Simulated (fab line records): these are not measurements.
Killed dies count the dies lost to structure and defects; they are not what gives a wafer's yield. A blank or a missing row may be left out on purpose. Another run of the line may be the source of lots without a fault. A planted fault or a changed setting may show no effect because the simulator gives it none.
fab line records / flow n5_finfet / part 2 of 2: steps 21 to 27 of 27
record lots=5 wafers=15 last_day=18
route steps=1938 shown BEOL_M2@861
lots that met no fault: from a run of the same line without faults
start_h: start of the lot's first displayed wafer, in hours after the record's first day / wait_h: hours elapsed since this lot's preceding step / " identical to the entry in the row above / L1.1+2: several wafers, shown together as one row / - no value present, or no start provided / * or withheld: withheld / < > ~ a bound
route shown NAME@n: a module of which the file shows steps, and the number in the route of the first / usual: mean and standard deviation over wafers with no fault / same: alike in all rows / chamber/n: place in a boat / sites: each site's reading / _std_site: their standard deviation / _edge_site: mean of outer sites minus mean of inner sites / radius_mm: how far each site lies from the wafer's centre / mask NAME#n: copy n / behind: the last tool/chamber to shape the wafer / hold: reason for holding the lot/hours on hold/outcome of the hold / device: which transistor (n, p or np) failed to switch / end of line: the route-end tests of the same wafers / a step with no rows: only its recipe / killed: at the first sort, the dies lost to defects and structure; wafer yield is something else / map: dies across one wafer; x = killed, . = not, _ = none there
set.NAME: the setting the step ran with; set.NAME@STEP: the setting that earlier step ran with / model.NAME: the simulator's own value behind a step, which no gauge read
lots at selected steps of the route; one table per step, one row per wafer
services: from which hour (start_h, from the record's first day; less than 0 if before it) a tool's chamber was out of use, for how many hours, and why
## steps
# step N5_BEOL_M2_ETCH_69
# recipe chemistry=CF4 target=SiARC target_depth_a=156 mask_material=CAR-EUV time_s=26 ion_energy_ev=80 pressure_mtorr=40 source_w=545 bias_w=36 Ar_flow_sccm=100 cf4_flow_sccm=100 ends=cleared
# usual drypump_motor_current_A=5.6/0.5 etch_rf_on_time_s=26.3/0.64 oes_product_au=0.69/0.048 rf_vpp_V=184.0/1.1 showerhead_plenum_p_Torr=2.14/0.058 throttle_valve_pct=15.53/0.24
lot.wafer=L075.1 tool=rie_diel-06 chamber=3 start_h=140.53 wait_h=0.0 drypump_motor_current_A=6.6 etch_rf_on_time_s=25.6 oes_product_au=0.70 rf_hours_counter_h=79 rf_vpp_V=185.7 showerhead_plenum_p_Torr=2.17 throttle_valve_pct=15.67
lot.wafer=L075.3 tool=rie_diel-06 chamber=1 start_h=140.53 wait_h=0.0 drypump_motor_current_A=4.9 etch_rf_on_time_s=26.0 oes_product_au=0.65 rf_hours_counter_h=150 rf_vpp_V=183.2 showerhead_plenum_p_Torr=2.05 throttle_valve_pct=15.70
lot.wafer=L075.5 tool=rie_diel-06 chamber=0 start_h=140.53 wait_h=0.0 drypump_motor_current_A=6.2 etch_rf_on_time_s=26.1 oes_product_au=0.76 rf_hours_counter_h=- rf_vpp_V=183.0 showerhead_plenum_p_Torr=2.11 throttle_valve_pct=15.63
lot.wafer=L077.3 tool=rie_diel-03 chamber=1 start_h=151.57 wait_h=0.0 drypump_motor_current_A=6.1 etch_rf_on_time_s=26.6 oes_product_au=0.76 rf_hours_counter_h=35 rf_vpp_V=182.4 showerhead_plenum_p_Torr=2.19 throttle_valve_pct=15.35
lot.wafer=L077.4 tool=rie_diel-03 chamber=3 start_h=151.57 wait_h=0.0 drypump_motor_current_A=6.0 etch_rf_on_time_s=25.4 oes_product_au=0.65 rf_hours_counter_h=126 rf_vpp_V=183.2 showerhead_plenum_p_Torr=2.14 throttle_valve_pct=15.33
lot.wafer=L077.6 tool=rie_diel-03 chamber=0 start_h=151.57 wait_h=0.0 drypump_motor_current_A=5.5 etch_rf_on_time_s=25.5 oes_product_au=0.72 rf_hours_counter_h=- rf_vpp_V=185.2 showerhead_plenum_p_Torr=2.24 throttle_valve_pct=15.06
lot.wafer=L089.1 tool=rie_diel-03 chamber=2 start_h=227.79 wait_h=0.0 drypump_motor_current_A=5.6 etch_rf_on_time_s=25.6 oes_product_au=0.73 rf_hours_counter_h=47 rf_vpp_V=183.3 showerhead_plenum_p_Torr=2.18 throttle_valve_pct=15.26
lot.wafer=L089.4 tool=rie_diel-03 chamber=3 start_h=227.79 wait_h=0.0 drypump_motor_current_A=6.0 etch_rf_on_time_s=25.4 oes_product_au=0.63 rf_hours_counter_h=149 rf_vpp_V=185.4 showerhead_plenum_p_Torr=2.13 throttle_valve_pct=15.39
lot.wafer=L089.6 tool=rie_diel-03 chamber=3 start_h=227.79 wait_h=0.0 drypump_motor_current_A=6.0 etch_rf_on_time_s=25.6 oes_product_au=0.63 rf_hours_counter_h=- rf_vpp_V=183.8 showerhead_plenum_p_Torr=2.13 throttle_valve_pct=15.38
lot.wafer=L092.4 tool=rie_diel-06 chamber=1 start_h=242.97 wait_h=0.0 drypump_motor_current_A=4.9 etch_rf_on_time_s=26.6 oes_product_au=0.61 rf_hours_counter_h=186 rf_vpp_V=183.6 showerhead_plenum_p_Torr=2.04 throttle_valve_pct=15.76
lot.wafer=L092.5 tool=rie_diel-06 chamber=2 start_h=242.97 wait_h=0.0 drypump_motor_current_A=5.4 etch_rf_on_time_s=28.0 oes_product_au=0.65 rf_hours_counter_h=- rf_vpp_V=183.3 showerhead_plenum_p_Torr=2.08 throttle_valve_pct=15.69
lot.wafer=L092.6 tool=rie_diel-06 chamber=3 start_h=242.97 wait_h=0.0 drypump_motor_current_A=6.6 etch_rf_on_time_s=26.1 oes_product_au=0.66 rf_hours_counter_h=- rf_vpp_V=183.7 showerhead_plenum_p_Torr=2.16 throttle_valve_pct=15.73
lot.wafer=L096.3 tool=rie_diel-06 chamber=1 start_h=280.47 wait_h=0.0 drypump_motor_current_A=4.9 etch_rf_on_time_s=26.4 oes_product_au=0.61 rf_hours_counter_h=198 rf_vpp_V=182.4 showerhead_plenum_p_Torr=2.04 throttle_valve_pct=15.79
lot.wafer=L096.5 tool=rie_diel-06 chamber=3 start_h=280.47 wait_h=0.0 drypump_motor_current_A=6.6 etch_rf_on_time_s=25.9 oes_product_au=0.66 rf_hours_counter_h=- rf_vpp_V=183.4 showerhead_plenum_p_Torr=2.15 throttle_valve_pct=15.77
lot.wafer=L096.6 tool=rie_diel-06 chamber=0 start_h=280.47 wait_h=0.0 drypump_motor_current_A=6.2 etch_rf_on_time_s=26.0 oes_product_au=0.71 rf_hours_counter_h=- rf_vpp_V=183.5 showerhead_plenum_p_Torr=2.09 throttle_valve_pct=15.72
# step N5_BEOL_M2_ALD_98
# recipe material=SiO2 target_thk_a=25 temp_c=100 ald_precursor_family=BDEAS ald_co_reactant=O2-plasma pulse_time_s=1 co_reactant_pulse_time_s=1 purge_time_s=2 co_reactant_purge_time_s=2 ald_cycles=17 pressure_torr=2
# usual heater_power_w=81/9 precursor_pulse_height_rel=1.000/0.019
# same co_reactant_pulse_time_s=1
lot.wafer=L075.1 tool=ald_sin-03 chamber=3 start_h=140.62 wait_h=0.1 heater_power_w=71 precursor_pulse_height_rel=1.028
lot.wafer=L075.3 tool=ald_sin-03 chamber=1 start_h=140.62 wait_h=0.1 heater_power_w=70 precursor_pulse_height_rel=1.000
lot.wafer=L075.5 tool=ald_sin-03 chamber=2 start_h=140.62 wait_h=0.1 heater_power_w=76 precursor_pulse_height_rel=0.953
lot.wafer=L077.3 tool=ald_sin-03 chamber=2 start_h=151.65 wait_h=0.1 heater_power_w=75 precursor_pulse_height_rel=0.999
lot.wafer=L077.4 tool=ald_sin-03 chamber=1 start_h=151.65 wait_h=0.1 heater_power_w=72 precursor_pulse_height_rel=1.014
lot.wafer=L077.6 tool=ald_sin-03 chamber=1 start_h=151.65 wait_h=0.1 heater_power_w=71 precursor_pulse_height_rel=0.963
lot.wafer=L089.1 tool=ald_sin-03 chamber=3 start_h=227.95 wait_h=0.1 heater_power_w=67 precursor_pulse_height_rel=1.005
lot.wafer=L089.4 tool=ald_sin-03 chamber=3 start_h=227.95 wait_h=0.1 heater_power_w=69 precursor_pulse_height_rel=0.995
lot.wafer=L089.6 tool=ald_sin-03 chamber=2 start_h=227.95 wait_h=0.1 heater_power_w=72 precursor_pulse_height_rel=1.028
lot.wafer=L092.4 tool=ald_sin-04 chamber=1 start_h=243.16 wait_h=0.2 heater_power_w=92 precursor_pulse_height_rel=1.030
lot.wafer=L092.5 tool=ald_sin-04 chamber=2 start_h=243.16 wait_h=0.2 heater_power_w=69 precursor_pulse_height_rel=0.999
lot.wafer=L092.6 tool=ald_sin-04 chamber=3 start_h=243.16 wait_h=0.2 heater_power_w=84 precursor_pulse_height_rel=0.989
lot.wafer=L096.3 tool=ald_sin-03 chamber=2 start_h=280.57 wait_h=0.1 heater_power_w=74 precursor_pulse_height_rel=1.003
lot.wafer=L096.5 tool=ald_sin-03 chamber=1 start_h=280.57 wait_h=0.1 heater_power_w=71 precursor_pulse_height_rel=1.000
lot.wafer=L096.6 tool=ald_sin-03 chamber=0 start_h=280.57 wait_h=0.1 heater_power_w=93 precursor_pulse_height_rel=1.001
# step N5_BEOL_M2_ETCHBACK_99
# recipe chemistry=CHF3 target=SiO2 target_depth_a=50 time_s=10.4 source_w=215 bias_w=47 Ar_flow_sccm=200 CHF3_flow_sccm=12 ion_energy_ev=100 pressure_mtorr=30
# usual CHF3_flow_sccm=11.99/0.033 drypump_motor_current_A=5.6/0.47 oes_product_au=0.80/0.056 rf_vpp_V=241/5.2 showerhead_plenum_p_Torr=2.16/0.06 throttle_valve_pct=17.02/0.24
lot.wafer=L075.1 tool=rie_diel-02 chamber=0 start_h=145.22 wait_h=4.6 CHF3_flow_sccm=11.98 drypump_motor_current_A=5.4 oes_product_au=0.73 rf_hours_counter_h=144 rf_vpp_V=239 showerhead_plenum_p_Torr=2.16 throttle_valve_pct=17.27
lot.wafer=L075.3 tool=rie_diel-02 chamber=3 start_h=145.22 wait_h=4.6 CHF3_flow_sccm=11.99 drypump_motor_current_A=5.4 oes_product_au=0.77 rf_hours_counter_h=135 rf_vpp_V=239 showerhead_plenum_p_Torr=2.24 throttle_valve_pct=17.11
lot.wafer=L075.5 tool=rie_diel-02 chamber=0 start_h=145.22 wait_h=4.6 CHF3_flow_sccm=12.04 drypump_motor_current_A=5.4 oes_product_au=0.73 rf_hours_counter_h=- rf_vpp_V=239 showerhead_plenum_p_Torr=2.16 throttle_valve_pct=17.27
lot.wafer=L077.3 tool=rie_diel-03 chamber=0 start_h=151.79 wait_h=0.1 CHF3_flow_sccm=12.01 drypump_motor_current_A=5.5 oes_product_au=0.84 rf_hours_counter_h=66 rf_vpp_V=245 showerhead_plenum_p_Torr=2.26 throttle_valve_pct=16.50
lot.wafer=L077.4 tool=rie_diel-03 chamber=2 start_h=151.79 wait_h=0.1 CHF3_flow_sccm=11.93 drypump_motor_current_A=5.6 oes_product_au=0.88 rf_hours_counter_h=23 rf_vpp_V=238 showerhead_plenum_p_Torr=2.20 throttle_valve_pct=16.67
lot.wafer=L077.6 tool=rie_diel-03 chamber=3 start_h=151.79 wait_h=0.1 CHF3_flow_sccm=12.01 drypump_motor_current_A=6.0 oes_product_au=0.77 rf_hours_counter_h=- rf_vpp_V=238 showerhead_plenum_p_Torr=2.15 throttle_valve_pct=16.76
lot.wafer=L089.1 tool=rie_diel-06 chamber=3 start_h=236.94 wait_h=8.9 CHF3_flow_sccm=12.02 drypump_motor_current_A=6.6 oes_product_au=0.78 rf_hours_counter_h=111 rf_vpp_V=242 showerhead_plenum_p_Torr=2.18 throttle_valve_pct=17.24
lot.wafer=L089.4 tool=rie_diel-06 chamber=2 start_h=236.94 wait_h=8.9 CHF3_flow_sccm=12.00 drypump_motor_current_A=5.4 oes_product_au=0.78 rf_hours_counter_h=115 rf_vpp_V=241 showerhead_plenum_p_Torr=2.09 throttle_valve_pct=17.11
lot.wafer=L089.6 tool=rie_diel-06 chamber=2 start_h=236.94 wait_h=8.9 CHF3_flow_sccm=11.95 drypump_motor_current_A=5.5 oes_product_au=0.78 rf_hours_counter_h=- rf_vpp_V=240 showerhead_plenum_p_Torr=2.09 throttle_valve_pct=17.11
lot.wafer=L092.4 tool=rie_diel-03 chamber=3 start_h=248.61 wait_h=5.4 CHF3_flow_sccm=12.04 drypump_motor_current_A=6.0 oes_product_au=0.74 rf_hours_counter_h=156 rf_vpp_V=237 showerhead_plenum_p_Torr=2.14 throttle_valve_pct=16.82
lot.wafer=L092.5 tool=rie_diel-03 chamber=1 start_h=248.61 wait_h=5.4 CHF3_flow_sccm=12.02 drypump_motor_current_A=6.1 oes_product_au=0.86 rf_hours_counter_h=- rf_vpp_V=249 showerhead_plenum_p_Torr=2.19 throttle_valve_pct=16.88
lot.wafer=L092.6 tool=rie_diel-03 chamber=0 start_h=248.61 wait_h=5.4 CHF3_flow_sccm=11.91 drypump_motor_current_A=5.4 oes_product_au=0.81 rf_hours_counter_h=- rf_vpp_V=245 showerhead_plenum_p_Torr=2.25 throttle_valve_pct=16.56
lot.wafer=L096.3 tool=rie_diel-02 chamber=2 start_h=283.74 wait_h=3.1 CHF3_flow_sccm=12.00 drypump_motor_current_A=5.1 oes_product_au=0.84 rf_hours_counter_h=65 rf_vpp_V=231 showerhead_plenum_p_Torr=2.09 throttle_valve_pct=17.26
lot.wafer=L096.5 tool=rie_diel-02 chamber=2 start_h=283.74 wait_h=3.1 CHF3_flow_sccm=11.98 drypump_motor_current_A=5.1 oes_product_au=0.85 rf_hours_counter_h=- rf_vpp_V=232 showerhead_plenum_p_Torr=2.09 throttle_valve_pct=17.26
lot.wafer=L096.6 tool=rie_diel-02 chamber=1 start_h=283.74 wait_h=3.1 CHF3_flow_sccm=11.96 drypump_motor_current_A=5.0 oes_product_au=0.79 rf_hours_counter_h=- rf_vpp_V=241 showerhead_plenum_p_Torr=2.11 throttle_valve_pct=17.24
# step N5_BEOL_M2_ETCH_70
# recipe chemistry=N2/H2 target=SOC target_depth_a=800 overetch_a=240 mask_material=SiARC temp_c=40 time_s=130 ion_energy_ev=200 pressure_mtorr=30 source_w=840 bias_w=150 n2_flow_sccm=200 h2_flow_sccm=200
# usual drypump_motor_current_A=5.6/0.47 oes_product_au=0.59/0.04 rf_vpp_V=523.8/2.2 showerhead_plenum_p_Torr=2.54/0.078 throttle_valve_pct=17.72/0.27
lot.wafer=L075.1 tool=rie_diel-02 chamber=0 start_h=145.25 wait_h=0.0 drypump_motor_current_A=5.4 oes_product_au=0.55 rf_hours_counter_h=144 rf_vpp_V=524.4 showerhead_plenum_p_Torr=2.54 throttle_valve_pct=18.00
lot.wafer=L075.3 tool=rie_diel-02 chamber=3 start_h=145.25 wait_h=0.0 drypump_motor_current_A=5.4 oes_product_au=0.57 rf_hours_counter_h=135 rf_vpp_V=527.2 showerhead_plenum_p_Torr=2.66 throttle_valve_pct=17.76
lot.wafer=L075.5 tool=rie_diel-02 chamber=0 start_h=145.25 wait_h=0.0 drypump_motor_current_A=5.4 oes_product_au=0.55 rf_hours_counter_h=- rf_vpp_V=523.0 showerhead_plenum_p_Torr=2.54 throttle_valve_pct=18.00
lot.wafer=L077.3 tool=rie_diel-03 chamber=0 start_h=151.83 wait_h=0.0 drypump_motor_current_A=5.4 oes_product_au=0.62 rf_hours_counter_h=66 rf_vpp_V=527.1 showerhead_plenum_p_Torr=2.68 throttle_valve_pct=17.25
lot.wafer=L077.4 tool=rie_diel-03 chamber=2 start_h=151.83 wait_h=0.0 drypump_motor_current_A=5.6 oes_product_au=0.65 rf_hours_counter_h=23 rf_vpp_V=526.6 showerhead_plenum_p_Torr=2.59 throttle_valve_pct=17.26
lot.wafer=L077.6 tool=rie_diel-03 chamber=3 start_h=151.83 wait_h=0.0 drypump_motor_current_A=6.0 oes_product_au=0.56 rf_hours_counter_h=- rf_vpp_V=523.5 showerhead_plenum_p_Torr=2.55 throttle_valve_pct=17.67
lot.wafer=L089.1 tool=rie_diel-06 chamber=1 start_h=236.98 wait_h=0.0 drypump_motor_current_A=4.8 oes_product_au=0.54 rf_hours_counter_h=183 rf_vpp_V=521.7 showerhead_plenum_p_Torr=2.41 throttle_valve_pct=17.88
lot.wafer=L089.4 tool=rie_diel-06 chamber=0 start_h=236.98 wait_h=0.0 drypump_motor_current_A=6.2 oes_product_au=0.62 rf_hours_counter_h=56 rf_vpp_V=522.0 showerhead_plenum_p_Torr=2.47 throttle_valve_pct=17.78
lot.wafer=L089.6 tool=rie_diel-06 chamber=2 start_h=236.98 wait_h=0.0 drypump_motor_current_A=5.4 oes_product_au=0.60 rf_hours_counter_h=- rf_vpp_V=522.6 showerhead_plenum_p_Torr=2.45 throttle_valve_pct=17.67
lot.wafer=L092.4 tool=rie_diel-03 chamber=3 start_h=248.64 wait_h=0.0 drypump_motor_current_A=6.0 oes_product_au=0.55 rf_hours_counter_h=156 rf_vpp_V=524.7 showerhead_plenum_p_Torr=2.53 throttle_valve_pct=17.72
lot.wafer=L092.5 tool=rie_diel-03 chamber=1 start_h=248.64 wait_h=0.0 drypump_motor_current_A=6.1 oes_product_au=0.64 rf_hours_counter_h=- rf_vpp_V=524.3 showerhead_plenum_p_Torr=2.58 throttle_valve_pct=17.56
lot.wafer=L092.6 tool=rie_diel-03 chamber=0 start_h=248.64 wait_h=0.0 drypump_motor_current_A=5.5 oes_product_au=0.59 rf_hours_counter_h=- rf_vpp_V=526.8 showerhead_plenum_p_Torr=2.67 throttle_valve_pct=17.28
lot.wafer=L096.3 tool=rie_diel-02 chamber=2 start_h=283.78 wait_h=0.0 drypump_motor_current_A=5.1 oes_product_au=0.62 rf_hours_counter_h=65 rf_vpp_V=521.5 showerhead_plenum_p_Torr=2.48 throttle_valve_pct=18.16
lot.wafer=L096.5 tool=rie_diel-02 chamber=2 start_h=283.78 wait_h=0.0 drypump_motor_current_A=5.1 oes_product_au=0.63 rf_hours_counter_h=- rf_vpp_V=520.9 showerhead_plenum_p_Torr=2.48 throttle_valve_pct=18.14
lot.wafer=L096.6 tool=rie_diel-02 chamber=1 start_h=283.78 wait_h=0.0 drypump_motor_current_A=5.0 oes_product_au=0.60 rf_hours_counter_h=- rf_vpp_V=521.9 showerhead_plenum_p_Torr=2.47 throttle_valve_pct=17.91
# step N5_BEOL_M2_STRIP_71
# recipe chemistry=N2/H2 temp_c=40 n2_flow_sccm=200 h2_flow_sccm=200 rf_frequency_hz=6e+07
lot.wafer=L075.1+3+5 tool=rie_diel-02 chamber=0,3,0 start_h=145.34 wait_h=0.0
lot.wafer=L077.3+4+6 tool=rie_diel-03 chamber=0,2,3 start_h=151.91 wait_h=0.0
lot.wafer=L089.1+4+6 tool=rie_diel-06 chamber=0,1,0 start_h=237.06 wait_h=0.0
lot.wafer=L092.4+5+6 tool=rie_diel-03 chamber=3,1,0 start_h=248.73 wait_h=0.0
lot.wafer=L096.3+5+6 tool=rie_diel-02 chamber=2,2,1 start_h=283.87 wait_h=0.0
# step N5_BEOL_M2_STRIP_78
# recipe chemistry=N2/H2 temp_c=40 n2_flow_sccm=200 h2_flow_sccm=200 rf_frequency_hz=6e+07
lot.wafer=L075.1+3+5 tool=rie_diel-02 chamber=0,3,0 start_h=145.35 wait_h=0.0
lot.wafer=L077.3+4+6 tool=rie_diel-03 chamber=0,2,3 start_h=151.92 wait_h=0.0
lot.wafer=L089.1+4+6 tool=rie_diel-06 chamber=0,1,0 start_h=237.07 wait_h=0.0
lot.wafer=L092.4+5+6 tool=rie_diel-03 chamber=3,1,0 start_h=248.74 wait_h=0.0
lot.wafer=L096.3+5+6 tool=rie_diel-02 chamber=2,2,1 start_h=283.88 wait_h=0.0
# step N5_BEOL_M2_VIA_ETCH_34
# recipe chemistry=C4F6/O2 target_depth_a=694 mask_material=SOC pressure_mtorr=15 ion_energy_ev=250 taper_deg=4 time_s=65.9 source_w=350 bias_w=170 Ar_flow_sccm=300 C4F6_flow_sccm=10 O2_flow_sccm=10
# usual drypump_motor_current_A=5.6/0.47 oes_product_au=0.80/0.056 rf_vpp_V=666/14 showerhead_plenum_p_Torr=2.85/0.076 throttle_valve_pct=30.7/0.32
lot.wafer=L075.1 tool=rie_diel-02 chamber=0 start_h=145.36 wait_h=0.0 drypump_motor_current_A=5.4 oes_product_au=0.72 rf_hours_counter_h=144 rf_vpp_V=660 showerhead_plenum_p_Torr=2.85 throttle_valve_pct=30.9
lot.wafer=L075.3 tool=rie_diel-02 chamber=3 start_h=145.36 wait_h=0.0 drypump_motor_current_A=5.4 oes_product_au=0.77 rf_hours_counter_h=135 rf_vpp_V=659 showerhead_plenum_p_Torr=2.96 throttle_valve_pct=30.6
lot.wafer=L075.5 tool=rie_diel-02 chamber=0 start_h=145.36 wait_h=0.0 drypump_motor_current_A=5.4 oes_product_au=0.73 rf_hours_counter_h=- rf_vpp_V=660 showerhead_plenum_p_Torr=2.85 throttle_valve_pct=30.9
lot.wafer=L077.3 tool=rie_diel-03 chamber=0 start_h=151.93 wait_h=0.0 drypump_motor_current_A=5.5 oes_product_au=0.84 rf_hours_counter_h=66 rf_vpp_V=677 showerhead_plenum_p_Torr=2.98 throttle_valve_pct=30.0
lot.wafer=L077.4 tool=rie_diel-03 chamber=2 start_h=151.93 wait_h=0.0 drypump_motor_current_A=5.6 oes_product_au=0.88 rf_hours_counter_h=23 rf_vpp_V=660 showerhead_plenum_p_Torr=2.90 throttle_valve_pct=30.4
lot.wafer=L077.6 tool=rie_diel-03 chamber=3 start_h=151.93 wait_h=0.0 drypump_motor_current_A=6.0 oes_product_au=0.76 rf_hours_counter_h=- rf_vpp_V=658 showerhead_plenum_p_Torr=2.84 throttle_valve_pct=30.4
lot.wafer=L089.1 tool=rie_diel-06 chamber=0 start_h=237.08 wait_h=0.0 drypump_motor_current_A=6.2 oes_product_au=0.85 rf_hours_counter_h=56 rf_vpp_V=655 showerhead_plenum_p_Torr=2.79 throttle_valve_pct=31.1
lot.wafer=L089.4 tool=rie_diel-06 chamber=1 start_h=237.08 wait_h=0.0 drypump_motor_current_A=4.9 oes_product_au=0.73 rf_hours_counter_h=- rf_vpp_V=687 showerhead_plenum_p_Torr=2.71 throttle_valve_pct=30.8
lot.wafer=L089.6 tool=rie_diel-06 chamber=0 start_h=237.08 wait_h=0.0 drypump_motor_current_A=6.2 oes_product_au=0.85 rf_hours_counter_h=- rf_vpp_V=654 showerhead_plenum_p_Torr=2.79 throttle_valve_pct=31.1
lot.wafer=L092.4 tool=rie_diel-03 chamber=3 start_h=248.75 wait_h=0.0 drypump_motor_current_A=6.0 oes_product_au=0.72 rf_hours_counter_h=156 rf_vpp_V=658 showerhead_plenum_p_Torr=2.82 throttle_valve_pct=30.5
lot.wafer=L092.5 tool=rie_diel-03 chamber=1 start_h=248.75 wait_h=0.0 drypump_motor_current_A=6.1 oes_product_au=0.85 rf_hours_counter_h=- rf_vpp_V=690 showerhead_plenum_p_Torr=2.90 throttle_valve_pct=30.6
lot.wafer=L092.6 tool=rie_diel-03 chamber=0 start_h=248.75 wait_h=0.0 drypump_motor_current_A=5.4 oes_product_au=0.80 rf_hours_counter_h=- rf_vpp_V=678 showerhead_plenum_p_Torr=2.96 throttle_valve_pct=30.1
lot.wafer=L096.3 tool=rie_diel-02 chamber=2 start_h=283.89 wait_h=0.0 drypump_motor_current_A=5.1 oes_product_au=0.84 rf_hours_counter_h=65 rf_vpp_V=637 showerhead_plenum_p_Torr=2.76 throttle_valve_pct=31.2
lot.wafer=L096.5 tool=rie_diel-02 chamber=2 start_h=283.89 wait_h=0.0 drypump_motor_current_A=5.1 oes_product_au=0.84 rf_hours_counter_h=- rf_vpp_V=638 showerhead_plenum_p_Torr=2.76 throttle_valve_pct=31.2
lot.wafer=L096.6 tool=rie_diel-02 chamber=1 start_h=283.89 wait_h=0.0 drypump_motor_current_A=5.0 oes_product_au=0.79 rf_hours_counter_h=- rf_vpp_V=663 showerhead_plenum_p_Torr=2.79 throttle_valve_pct=31.0
## services
tool=euv_scanner-02 chamber=0 start_h=118.03 hours=- kind=calibration
tool=euv_scanner-01 chamber=- start_h=120.38 hours=1.0 kind=pm
tool=rie_diel-06 chamber=0 start_h=131.05 hours=5.5 kind=repair
tool=ald_sin-04 chamber=2 start_h=153.87 hours=21.7 kind=repair
tool=rie_diel-06 chamber=0 start_h=162.38 hours=3.7 kind=repair
tool=rie_diel-02 chamber=1 start_h=162.82 hours=3.1 kind=repair
tool=euv_scanner-02 chamber=- start_h=165.44 hours=1.0 kind=pm
tool=ald_sin-03 chamber=- start_h=166.93 hours=1.7 kind=repair
tool=euv_scanner-01 chamber=- start_h=176.56 hours=1.0 kind=pm
tool=ald_sin-03 chamber=- start_h=178.05 hours=14.0 kind=pm
tool=ald_sin-03 chamber=0 start_h=178.05 hours=14.0 kind=vent_cycle
tool=euv_scanner-02 chamber=- start_h=193.10 hours=4.6 kind=pm
tool=rie_metal-01 chamber=- start_h=195.05 hours=14.6 kind=pm
tool=rie_metal-01 chamber=- start_h=210.27 hours=0.7 kind=repair
tool=euv_scanner-02 chamber=- start_h=221.59 hours=1.0 kind=pm
tool=euv_scanner-02 chamber=- start_h=232.00 hours=5.8 kind=pm
tool=rie_diel-06 chamber=3 start_h=237.05 hours=5.0 kind=repair
tool=euv_scanner-01 chamber=- start_h=237.83 hours=1.0 kind=pm
tool=rie_metal-01 chamber=1 start_h=246.97 hours=16.4 kind=repair
tool=euv_scanner-02 chamber=- start_h=257.08 hours=0.2 kind=repair
tool=euv_scanner-02 chamber=- start_h=270.22 hours=0.3 kind=repair
tool=euv_scanner-01 chamber=- start_h=277.20 hours=4.6 kind=pm
tool=euv_scanner-02 chamber=- start_h=281.80 hours=1.0 kind=pm
tool=euv_scanner-02 chamber=- start_h=283.17 hours=0.2 kind=repair
